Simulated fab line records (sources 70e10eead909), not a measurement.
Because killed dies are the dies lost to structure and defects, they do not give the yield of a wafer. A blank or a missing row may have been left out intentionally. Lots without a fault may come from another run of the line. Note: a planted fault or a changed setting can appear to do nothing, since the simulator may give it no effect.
Matching of chambers -- flow nand harc -- 4 sister chambers for NHARC_A_BONDPAD_CMP_29 on cmp-04
The step polishes SiCN, target thk 200 nm. 8 wafers are shown with their chamber, then 9 later ones without.

WAFERS, EACH WITH ITS CHAMBER
wafer,chamber,motor current A (A)
L189.3,2,12.8
L194.1,1,13.5
L194.5,2,12.6
L197.1,1,13.4
L197.3,0,10.2
L196.1,0,9.6
L196.3,3,10.3
L196.6,3,11.1

WAFERS WITHOUT THEIR CHAMBER
wafer,motor current A (A)
L202.1,10.6
L202.2,12.4
L202.3,10.1
L208.1,10.4
L208.4,13.0
L208.6,10.1
L209.1,10.2
L209.2,12.8
L209.5,12.8

THE CHAMBER EACH PASSED THROUGH
wafer,from the rows above,in truth
L202.1,can't be placed: 3 or 0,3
L202.2,2,2
L202.3,can't be placed: 0 or 3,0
L208.1,can't be placed: 3 or 0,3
L208.4,can't be placed: 2 or 1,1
L208.6,can't be placed: 0 or 3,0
L209.1,can't be placed: 0 or 3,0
L209.2,can't be placed: 2 or 1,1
L209.5,can't be placed: 2 or 1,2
Correct placement for 1 of the 9. Not placeable from these rows: 8 (in 8, the candidates include the true chamber). Wrongly placed: 0.
How it was worked out, from the rows above alone: a wafer's distance from a chamber is the root of the sum, over the readings, of the square of ((its reading less the chamber's mean) divided by the reading's scatter). The wafer belongs to the nearest chamber; if the next one is less than 2 further off, it can't be placed. A chamber's mean is the mean of its shown wafers. The scatter: take each reading less its chamber's mean, square it, sum over the shown wafers, divide by the number of wafers less the number of chambers, and take the root.
